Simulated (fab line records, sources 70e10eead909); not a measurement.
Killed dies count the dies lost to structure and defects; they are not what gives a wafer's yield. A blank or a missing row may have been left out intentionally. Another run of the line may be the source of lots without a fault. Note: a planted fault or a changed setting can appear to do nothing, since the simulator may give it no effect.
Problem report, 8D (eight disciplines) form, completed by code ; flow nand_harc ; the parts of the form that need people (team, actions taken, sign-off) are left out

## 1. WHAT IS WRONG
killed_at_other at NHARC_END_SORT_01 reads a mean of 616.0 on 1 wafer of 1 lot; wafers without a fault read 1.0 with a standard deviation of 1.3. That is +99 or more standard deviations from the usual mean.
First seen on wafer L502.5, day 32 01:54, on prober-01. At this step, 18 wafers from 6 lots have a number in the record. The rule behind "out" and "out of limits": a value lying over 4 standard deviations away from the usual mean. Any other wafer with a number is counted as sound.

## 2. WHAT IT IS; WHAT IT IS NOT
question;is;is not
which readings at this step;killed_at_other, defect_limited_yield, killed_dies, sort_bin_2_pct, sort_n_pass, sort_rim_yield_pct, sort_yield_pct;killed_at_array, killed_at_periphery, killed_open, killed_short, sort_bin_3_pct, sort_bin_4_pct
which lots;L502;L486, L488, L491, L492, L497
which wafers of those lots;L502.5;L502.2, L502.4
read on which gauges;prober-01;prober-02
when;from day 32 01:54;up to then (17 sound wafers)

## 3. THE SUSPECTS, EACH WITH WHAT RULES IT OUT
Counting: a tool at a process step up to the reading stays a suspect if it ran every lot that is out. Sound lots after the first of them don't rule it out here, since some wafers of a struck lot are sound.
- the gauge at NHARC_END_SORT_01: kept. All the wafers that are out were read on prober-01, and no step on other tools shows them out.
- pvd_sputter-02 at NHARC_A_BONDPAD_PVD_17 (deposits TaN, target thk 5 nm, time 8.06 s): kept. The lot that is out, L502, ran on it at day 30 21:35; the last sound lot it ran before that was L492, at day 27 13:02. With no start given for some of its lots, NHARC_A_BONDPAD_PVD_17 uses the hours and lot order of NHARC_A_BONDPAD_CMP_19.
- cmp-04 at NHARC_A_BONDPAD_CMP_19 (polishes, t overpolish 30 s, cu recess touch 16 s, target thk 169.82 nm): kept. The lot that is out, L502, ran on it at day 30 21:35; the last sound lot it ran before that was L491, at day 25 20:08.
- grinder-01 at NHARC_THIN_TSV_GRIND_00: kept. The lot that is out, L502, ran on it at day 31 06:33; the last sound lot it ran before that was L497, at day 29 02:37.
Left after counting: pvd_sputter-02 at NHARC_A_BONDPAD_PVD_17, cmp-04 at NHARC_A_BONDPAD_CMP_19, grinder-01 at NHARC_THIN_TSV_GRIND_00, prober-01 at NHARC_END_SORT_01.

## 4. THE CAUSE (what the simulator had put in)
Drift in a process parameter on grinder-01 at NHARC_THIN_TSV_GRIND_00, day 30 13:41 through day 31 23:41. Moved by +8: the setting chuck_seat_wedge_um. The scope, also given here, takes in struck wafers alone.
After counting, 4 suspects remain, this tool included.

## 5. SEQUENCE OF EFFECTS, ordered by route
One row per reading whose mean, taken over the struck wafers that have a number, lies over 3 standard deviations from the usual. Readings are gone through only where the record gives a usual standard deviation; hours: the median, over the lots, of the time from a lot's start at the first step in this table giving one to that lot's start at this step; sigmas: the change measured in usual standard deviations.
hours;step;reading;usual;on struck wafers;change;sigmas
0;NHARC_END_SORT_01;defect_limited_yield;91 %;0;-91;-29
0;NHARC_END_SORT_01;killed_at_other;1.0;616.0;+615.0;+99 or more
0;NHARC_END_SORT_01;killed_dies;58;677;+619;+29
0;NHARC_END_SORT_01;sort_bin_2_pct;3.0 %;93.6;+90.6;+70
0;NHARC_END_SORT_01;sort_n_pass;619;0;-619;-29
0;NHARC_END_SORT_01;sort_rim_yield_pct;88 %;0;-88;-17
0;NHARC_END_SORT_01;sort_yield_pct;91 %;0;-91;-29

## 6. WHAT WOULD HAVE CAUGHT IT SOONER
Counted from the fault's start at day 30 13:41, it took 36 hours until the first out-of-limits reading at a measuring or inspecting step in this record, taken at day 32 01:54.
No tool reading at NHARC_THIN_TSV_GRIND_00 that has a usual standard deviation in the record was out on any struck wafer, so an alarm limit of 4 standard deviations on those readings would not have fired.
By day 32 01:54 the whole set of lots that are out, 1 in number, had already begun NHARC_THIN_TSV_GRIND_00 on grinder-01. Had the tool been put on hold then, not one of them would have been saved.
